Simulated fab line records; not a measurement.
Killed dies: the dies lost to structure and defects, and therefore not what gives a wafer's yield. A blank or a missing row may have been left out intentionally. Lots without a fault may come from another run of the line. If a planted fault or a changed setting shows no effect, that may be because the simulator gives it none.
Split-lot study ; flow n5_finfet ; on a route of 1938 steps: 7 lots, 21 wafers read

## THE SPLIT
At N5_BEOL_M14_COAT_04 (resist thk 800 nm), the setting spin_rpm was moved away from the recipe's 1704 rpm on 7 of the 21 wafers read, by -4.6% to +6.7%. This setting was run at the recipe's value on the other wafers.

## BETWEEN THE SPLIT AND THE READING: the file shows 1 step in between
- N5_BEOL_M14_ETCH_59: etches BARC in N2/H2, target depth 89 nm, overetch 26.7 nm, time 67.9 s (also split here: h2_flow_sccm)

## THE READING
coat_of_BEOL_M14_COAT_04.thk_nm (the simulator's own value, which no gauge read), in nm, at N5_BEOL_M14_VIA_ETCH_16 (etches SiO2 in C4F8/O2/Ar, target depth 1231.3 nm). There is no usual value for it anywhere in the file. Average 451.7 nm, standard deviation 6.4 nm, over the 14 wafers here run with the recipe.

wafer;tool, chamber at the split;spin_rpm as run, rpm;against the recipe;coat_of_BEOL_M14_COAT_04.thk_nm, nm;against lot-mates on the recipe
L078.1;litho_track-02, 0;1704;recipe;457.4;-
L078.5;litho_track-02, 0;1704;recipe;437.4;-
L078.6;litho_track-02, 0;1704;recipe;449.2;-
L084.4;litho_track-04, 0;1704;recipe;445.8;-
L084.5;litho_track-04, 0;1779;+4.4%;428.6;-17.2
L084.6;litho_track-04, 0;1779;+4.4%;424.4;-21.4
L085.4;litho_track-05, 0;1704;recipe;443.2;-
L085.5;litho_track-05, 0;1811;+6.3%;424.8;-18.4
L085.6;litho_track-05, 0;1811;+6.3%;420.2;-23.0
L087.3;litho_track-05, 0;1704;recipe;454.2;-
L087.5;litho_track-05, 0;1704;recipe;461.2;-
L087.6;litho_track-05, 0;1638;-3.9%;466;+8.3
L089.1;litho_track-04, 0;1704;recipe;449.8;-
L089.2;litho_track-04, 0;1704;recipe;449.4;-
L089.4;litho_track-04, 0;1704;recipe;455.4;-
L094.1;litho_track-05, 0;1704;recipe;458.2;-
L094.4;litho_track-05, 0;1818;+6.7%;424.2;-34.3
L094.5;litho_track-05, 0;1704;recipe;458.8;-
L097.1;litho_track-05, 0;1704;recipe;448.8;-
L097.2;litho_track-05, 0;1704;recipe;454.4;-
L097.6;litho_track-05, 0;1626;-4.6%;458.8;+7.2

FIT RESULTS
A straight line over all 21 wafers: coat_of_BEOL_M14_COAT_04.thk_nm changes by -4.18 nm for each +1% of spin_rpm; r = -0.89; the points scatter about the line by 6.5 nm.
The same after taking each lot's own level away (the mean of its wafers on the recipe; 21 wafers): -3.51 nm for each +1%; r = -0.90; scatter 5.1 nm.
On that fit, the largest move of spin_rpm shifts the reading by 23 nm.
Measured against the standard deviation above, the lots' own levels, which go from 443.20 to 458.50 nm, span 2.4 times it.
In other words, the slope is changed by the lot-to-lot level; the two fits disagree.
Check: -22.1 nm against its lot-mates is what the line predicts for one of the wafers moved furthest among these (+6.7%) when that wafer is left out of the fit. It came out at -34.3 nm against them.

## ADDITIONAL SPLITS CARRIED BY THESE WAFERS
These wafers also went through other splits before the reading. Each is held against what the fit with the lots' levels taken away leaves over:
other split on the same wafers;wafers away from the commonest value;r with coat_of_BEOL_M14_COAT_04.thk_nm (lot level and that fit taken away)
N5_BEOL_M10_ETCH_62 time_s;12;-0.04
N5_BEOL_M10_COAT_63 spin_rpm;6;+0.15
N5_BEOL_M11_EXPOSE_08 dose_mj;7;-0.23
N5_BEOL_M11_DESCUM_16 time_s;5;-0.40
N5_BEOL_M12_PEB_08 peb_time_s;7;-0.13
N5_BEOL_M13_COAT_58 spin_rpm;6;+0.11
N5_BEOL_M13_ETCH_59 time_s;5;+0.09
N5_BEOL_M14_ETCH_59 h2_flow_sccm;7;-0.38

## THE WHOLE CHAIN: every reading that the file lists as answering this split, in the file's order
step;what it does;reading;change (the file's fit);r (the file's)
N5_BEOL_M14_COAT_04;resist thk 800 nm;coat_of_BEOL_M14_COAT_04.thk_nm (the simulator's own value, which no gauge read);-3.95 nm for each +1% of the setting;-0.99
N5_BEOL_M14_VIA_ETCH_16;etches SiO2 in C4F8/O2/Ar, target depth 1231.3 nm;coat_of_BEOL_M14_COAT_04.thk_nm (the simulator's own value, which no gauge read);-3.65 nm for each +1% of the setting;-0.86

## FILE'S OWN FIT
coat_of_BEOL_M14_COAT_04.thk_nm changes by -3.65 nm for each +1% of spin_rpm, r = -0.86.
